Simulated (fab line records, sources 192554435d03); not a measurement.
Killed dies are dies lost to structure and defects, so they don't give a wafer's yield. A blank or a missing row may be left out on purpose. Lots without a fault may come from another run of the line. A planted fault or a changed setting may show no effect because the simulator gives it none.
Chamber matching | flow n5_finfet | N5_BEOL_M3_ALD_84 on ald_metal-02: 4 sister chambers
The step deposits TaN, pulse time 2 s, purge time 3 s, co reactant purge time 2 s. 4 wafers are shown with their chamber, then 7 later ones without.

WAFERS WITH THEIR CHAMBER
wafer  | chamber | heater_power_outer_w (W)
L079.2 | 0       | 259
L086.2 | 3       | 279
L091.2 | 1       | 257
L091.4 | 2       | 213

WAFERS WITHOUT THEIR CHAMBER
wafer  | heater_power_outer_w (W)
L091.6 | 260
L094.1 | 263
L094.5 | 246
L094.6 | 206
L095.1 | 262
L095.2 | 207
L095.5 | 260

WHICH CHAMBER EACH WENT THROUGH
wafer  | from the rows above     | in truth
L091.6 | can't be placed: 0 or 1 | 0
L094.1 | can't be placed: 0 or 1 | 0
L094.5 | can't be placed: 1 or 0 | 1
L094.6 | 2                       | 2
L095.1 | can't be placed: 0 or 1 | 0
L095.2 | 2                       | 2
L095.5 | can't be placed: 0 or 1 | 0
Placed correctly: 2 of 7. Can't be placed from these rows: 5 (the true chamber is among the candidates in 5). Placed wrongly: 0.
How it was worked out, from the rows above alone: a wafer's distance from a chamber is the root of the sum, over the readings, of the square of ((its reading less the chamber's mean) divided by the reading's scatter). The wafer belongs to the nearest chamber; if the next one is less than 2 further off, it can't be placed. A chamber's mean is the mean of its shown wafers. The scatter: with one shown wafer a chamber, the root of the mean of the squares of how far each hidden wafer lies from its nearest shown one.
